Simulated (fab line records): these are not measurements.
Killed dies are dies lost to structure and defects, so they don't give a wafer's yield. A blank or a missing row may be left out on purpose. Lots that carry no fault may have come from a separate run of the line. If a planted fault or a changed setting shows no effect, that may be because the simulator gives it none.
Problem report, 8D (eight disciplines) form, completed by code | flow n5 finfet | the parts of the form that need people (team, actions taken, sign-off) are left out

## 1. WHAT IS WRONG
VT_P_LONG at N5_BEOL_M4_RC_MEAS_101 reads a mean of -288.8 mV on 1 wafer of 1 lot; wafers without a fault read -276.3 mV with a standard deviation of 2.6. Measured from the usual mean, that is -4.8 standard deviations.
The first sign was on wafer L252.2 at day 12 22:44, on prober-02. The record holds 32 wafers of 11 lots with a number at this step. Rule for "out", or "out of limits": more than 4 standard deviations from the usual mean. The rest of the wafers with a number are treated as sound.

## 2. WHAT THIS IS AND IS NOT
question                    | is                  | is not
which readings at this step | VT_P_LONG, VT_N_LVT | DIBL_N, DIBL_P, IOFF_N, IOFF_P, ION_N, ION_P, SS_N, SS_P, VT_N
which lots                  | L252                | L241, L244, L246, L247, L248, L249, L260, L261, L262, L264
which wafers of those lots  | L252.2              | L252.3
read on which gauges        | prober-02           | prober-01
when                        | from day 12 22:44   | up to then (19 sound wafers); but 12 sound wafers of L260, L261, L262, L264 came after

## 3. THE SUSPECTS, EACH WITH WHAT RULES IT OUT
Counting: any tool at a process step up to the reading remains a suspect provided it ran every lot that is out. Sound lots after the first of them don't rule it out here, since some wafers of a struck lot are sound.
- the gauge at N5_BEOL_M4_RC_MEAS_101: kept. All the wafers that are out were read on prober-02, and no step on other tools shows them out.
- ald hk-03 at N5_HKMG_FIN_ALD_74 (deposits La2O3, target thk 0.5 nm, pulse time 6 s, co reactant pulse time 1 s): kept. L252, the lot that is out, went through it at day 7 00:40; up to then, the latest sound lot through it was L248 at day 5 21:07.
- pvd sputter-03 at N5_BEOL_M4_ANNEAL_82 (time 240 s): kept. It ran the lot that is out, L252 (day 12 20:14).
- pvd sputter-03 at N5_BEOL_M4_ANNEAL_93 (time 240 s): kept. It ran the lot that is out, L252 (day 12 21:07).
- cvd co-02 at N5_BEOL_M4_PRE_CLEAN_60 (time 15 s): kept. L252, the lot that is out, went through it at day 12 22:18; up to then, the latest sound lot through it was L249 at day 12 08:40.
- At N5_HKMG_FIN_ALD_74 on ald hk-03, chamber 3 took the sound wafers of the same lots and chamber 0 took the wafers that are out.
- At N5_BEOL_M4_PRE_CLEAN_60 on cvd co-02, chamber 0 took the sound wafers of the same lots and chamber 1 took the wafers that are out.
Left after counting: ald hk-03 at N5_HKMG_FIN_ALD_74, pvd sputter-03 at N5_BEOL_M4_ANNEAL_82, pvd sputter-03 at N5_BEOL_M4_ANNEAL_93, cvd co-02 at N5_BEOL_M4_PRE_CLEAN_60, prober-02 at N5_BEOL_M4_RC_MEAS_101.

## 4. THE CAUSE (what the simulator had put in)
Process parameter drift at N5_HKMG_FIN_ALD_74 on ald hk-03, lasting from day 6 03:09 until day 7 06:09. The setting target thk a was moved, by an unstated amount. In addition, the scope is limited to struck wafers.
Counting leaves 5 suspects; this tool is one of them.

## 5. THE EFFECT CHAIN, in route order
Each row: a reading whose mean over the struck wafers that have a number lies more than 3 standard deviations from the usual. Readings are gone through only where the record gives a usual standard deviation; hours: the median, over the lots, of the time from a lot's start at the first step in this table giving one to that lot's start at this step; sigmas: the change measured in usual standard deviations.
hours | step                   | reading   | usual     | on struck wafers | change | sigmas
0     | N5_BEOL_M4_RC_MEAS_101 | VT_N_LVT  | 99 mV     | 86               | -13    | -4.2
0     | N5_BEOL_M4_RC_MEAS_101 | VT_P_LONG | -276.3 mV | -288.8           | -12.5  | -4.8

## 6. HOW IT WOULD HAVE BEEN CAUGHT EARLIER
Counted from the fault's start at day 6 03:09, it took 164 hours until the first out-of-limits reading at a measuring or inspecting step in this record, taken at day 12 22:44.
An alarm limit of 4 standard deviations would not have fired on the tool readings at N5_HKMG_FIN_ALD_74 for which the record gives a usual standard deviation, since none of them was out on any struck wafer.
The start of N5_HKMG_FIN_ALD_74 on ald hk-03 came by day 12 22:44 for every one of the lots that are out (1). None of them would have been spared by holding the tool at that moment.
